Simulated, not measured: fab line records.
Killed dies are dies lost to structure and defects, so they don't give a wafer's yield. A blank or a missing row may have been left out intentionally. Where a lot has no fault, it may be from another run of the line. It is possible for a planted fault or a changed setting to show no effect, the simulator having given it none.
Struck lot and sound lot, side by side -- flow nand_harc -- 38 steps out of a route of 1302
Sound: these wafers, L145.3, L145.4, L145.6. Struck: wafer L157.3 (left out: L157.2, L157.5 of the same lot, which were not struck); the cause appears at the end.
Order at every step that has rows: each side's tool, ch and its chambers, its first start. Under that, the readings that differ: sound wafers -- struck wafers -- difference of the means -- sigmas: that difference in standard deviations of wafers without a fault.
alike: readings with means less than 2 such deviations apart, plus words and numbers identical on both sides. not compared: withheld readings, readings lacking a value on some wafer, bounds such as >300 that could conceal the same value, and numbers that have no deviation in the record and whose values overlap.
A row with sigmas, a row that says differs or no value, or rows on one side alone: a step with any of these is where the two part. When numbers do not overlap yet have no deviation, they are printed without sigmas and do not part them. A reading missing from all wafers of one side parts the sides only when that side holds two or more wafers.

first, 3 steps without rows for these wafers: NHARC_A_STAIRCASE_ETCH_313 (etches the open film in CF4/CHF3); NHARC_A_STAIRCASE_HM_OPEN_463 (chemistry O2/COS); NHARC_A_STAIRCASE_STRIP_464 (strips in O2/COS).
NHARC_A_STAIRCASE_ETCH_453: etches the open film in CF4/O2, target depth 30 nm, overetch 3 nm, time 16.5 s.
  sound on rie_diel-11 ch 0,1; struck on rie_diel-08 ch 2
reading,sound,struck,difference,sigmas
oes_product_au (a.u.),1.009 1.019 1.009,0.991,-0.021,-2
  alike: bias_w, drypump_motor_current_A, o2_flow_sccm, rf_vpp_V, showerhead_plenum_p_Torr, throttle_valve_pct
  not compared: rf_hours_counter_h
then, 6 steps without rows for these wafers: NHARC_A_STAIRCASE_ETCH_315 (etches the open film in C4F8/O2/Ar, target depth 2500 nm, time 607.1 s); NHARC_A_STAIRCASE_STRIP_316 (strips in O2); NHARC_A_STAIRCASE_STRIP_317 (strips in SPM, time 900 s); NHARC_A_STAIRCASE_PRECLEAN_318 (cleans in SC1); NHARC_A_STAIRCASE_SRD_329; NHARC_A_STAIRCASE_ALD_415 (deposits SiO2, target thk 30 nm, pulse time 6 s, ald cycles 300).
NHARC_A_STAIRCASE_ETCHBACK_416: etches the open film in C4F8/O2/Ar, target depth 36 nm, time 7.2 s.
  sound on rie_diel-11 ch 1,2,3; struck on rie_diel-01 ch 2
reading,sound,struck,difference,sigmas
rf_vpp_V (V),729 721 727,716,-10,-2
  alike: bias_w, oes_product_au
  not compared: rf_hours_counter_h
NHARC_A_STAIRCASE_STRIP_476: strips in O2, time 20 s.
  sound on rie_diel-11 ch 0,2,3, day 17 23:40; struck on rie_diel-01 ch 2, day 22 20:25
reading,sound,struck,difference,sigmas
rf_vpp_V (V),59.1 57.6 57.3,55.8,-2.2,-2
showerhead_plenum_p_Torr (Torr),3.56 3.71 3.62,3.29,-0.34,-2
  alike: drypump_motor_current_A, o2_flow_sccm, oes_product_au, throttle_valve_pct
  not compared: rf_hours_counter_h
then, 21 steps without rows for these wafers: NHARC_A_STAIRCASE_DEP_417 (deposits Si3N4, target thk 60 nm); NHARC_A_STAIRCASE_WET_418 (chemistry H3PO4, target depth 20 nm); NHARC_A_STAIRCASE_PRECLEAN_419 (cleans in SC1); NHARC_A_STAIRCASE_SRD_421; NHARC_A_STAIRCASE_ALD_420 (deposits SiO2, target thk 20 nm, pulse time 6 s, ald cycles 200); NHARC_A_STAIRCASE_CVD_552 (deposits SiNx, target thk 40 nm); NHARC_A_STAIRCASE_DEP_151 (deposits SiO2, target thk 7200 nm); NHARC_A_STAIRCASE_ANNEAL_320 (time 1800 s); NHARC_A_STAIRCASE_DEP_322 (deposits SiO2, target thk 7200 nm); NHARC_A_STAIRCASE_ANNEAL_323 (time 1800 s); NHARC_A_STAIRCASE_DEP_325 (deposits SiO2, target thk 7200 nm); NHARC_A_STAIRCASE_ANNEAL_326 (time 1800 s); NHARC_A_STAIRCASE_DEHYDRATE_433 (time 120 s); NHARC_A_STAIRCASE_HMDS_434 (time 30 s); NHARC_A_STAIRCASE_COAT_435; NHARC_A_STAIRCASE_SOFTBAKE_436 (time 170 s); NHARC_A_STAIRCASE_EBR_437; NHARC_A_STAIRCASE_EXPOSE_438 (exposes mask STAIR REV); NHARC_A_STAIRCASE_PEB_439 (peb time 130 s); NHARC_A_STAIRCASE_DEVELOP_440 (time 140 s); NHARC_A_STAIRCASE_HARDBAKE_442 (time 140 s).
NHARC_A_STAIRCASE_DESCUM_443: chemistry O2, time 3 s.
  sound on rie_diel-01 ch 0,3, day 19 16:58; struck on rie_diel-11 ch 3, day 24 07:38
  alike: drypump_motor_current_A, o2_flow_sccm, oes_product_au, rf_vpp_V, showerhead_plenum_p_Torr, throttle_valve_pct
  not compared: rf_hours_counter_h
NHARC_A_STAIRCASE_ETCH_444: etches the open film in C4F8/O2, target depth 20400 nm, time 6800 s.
  sound on rie_diel-01 ch 0,2, day 19 17:34; struck on rie_diel-11 ch 3, day 24 07:44
reading,sound,struck,difference,sigmas
rf_vpp_V (V),800 815 799,813,+8,+2
  alike: bias_w, oes_product_au
  not compared: rf_hours_counter_h
NHARC_A_STAIRCASE_STRIP_446: strips in O2.
  sound on plasma_asher-02 ch 0,1, day 19 21:32; struck on plasma_asher-01 ch 0, day 24 13:04
  alike: drypump_motor_current_A, heater_power_w
  not compared: rf_hours_counter_h
NHARC_A_SGD_CUT_DESCUM_14: chemistry O2, time 3 s.
  sound on rie_diel-10 ch 0,2, day 20 01:14; struck on rie_diel-10 ch 0, day 24 17:31
reading,sound,struck,difference,sigmas
hold,- - -,await_dispo/0.7h/release,no value on the sound wafers,
  alike: drypump_motor_current_A, o2_flow_sccm, oes_product_au, rf_vpp_V, showerhead_plenum_p_Torr, throttle_valve_pct
  not compared: rf_hours_counter_h
-- record jumps: 5 days between struck wafers' starts before vs after; left off in module A_SGD_CUT, resumes in module END, first step shown is number 1302 of the route --
NHARC_END_SORT_01:
  the record has rows for the struck wafers here (prober-01 ch 0, day 29 22:19) and none for the sound ones

== WHERE THEY PART ==
Earliest at NHARC_A_STAIRCASE_ETCH_453; latest, in this record, at NHARC_END_SORT_01.

WHY: what the simulator had put in
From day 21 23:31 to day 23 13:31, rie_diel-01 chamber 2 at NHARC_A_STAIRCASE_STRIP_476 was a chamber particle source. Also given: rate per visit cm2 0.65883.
